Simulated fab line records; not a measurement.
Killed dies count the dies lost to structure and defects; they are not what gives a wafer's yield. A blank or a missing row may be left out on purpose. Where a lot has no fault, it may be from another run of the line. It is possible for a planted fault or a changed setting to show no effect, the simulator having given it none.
Matching of chambers :: flow n5-finfet :: N5_BEOL_M0_SAQP_ALD_48 on ald-sin-04: 4 sister chambers
The step deposits SiO2, target thk 20 nm, pulse time 1 s, co reactant pulse time 1 s. 4 wafers are shown with their chamber, then 7 later ones without.

## EACH WAFER AND ITS CHAMBER
wafer: L074.6
chamber: 2
heater-power-w (W): 78

wafer: L079.3
chamber: 0
heater-power-w (W): 87

wafer: L090.3
chamber: 3
heater-power-w (W): 79

wafer: L090.4
chamber: 1
heater-power-w (W): 89

## WAFERS WITHOUT THEIR CHAMBER
wafer: L090.6
heater-power-w (W): 78

wafer: L094.2
heater-power-w (W): 77

wafer: L094.4
heater-power-w (W): 90

wafer: L094.5
heater-power-w (W): 90

wafer: L097.1
heater-power-w (W): 79

wafer: L097.5
heater-power-w (W): 80

wafer: L097.6
heater-power-w (W): 77

## EACH ONE'S CHAMBER
wafer: L090.6
from the rows above: can't be placed: 2 or 3
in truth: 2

wafer: L094.2
from the rows above: can't be placed: 2 or 3
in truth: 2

wafer: L094.4
from the rows above: 1
in truth: 1

wafer: L094.5
from the rows above: 1
in truth: 1

wafer: L097.1
from the rows above: can't be placed: 3 or 2
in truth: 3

wafer: L097.5
from the rows above: can't be placed: 3 or 2
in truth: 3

wafer: L097.6
from the rows above: can't be placed: 2 or 3
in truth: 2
Correct placement for 2 of the 7. Unplaceable from these rows: 5, with the true chamber sitting among the candidates in 5. 0 placed wrongly.
How it was worked out, from the rows above alone: a wafer's distance from a chamber is the root of the sum, over the readings, of the square of ((its reading less the chamber's mean) divided by the reading's scatter). The wafer belongs to the nearest chamber; if the next one is less than 2 further off, it can't be placed. Each chamber's mean is taken over the wafers shown for it. The scatter: root of mean squared gap, hidden wafer to nearest shown wafer, with one shown wafer a chamber.
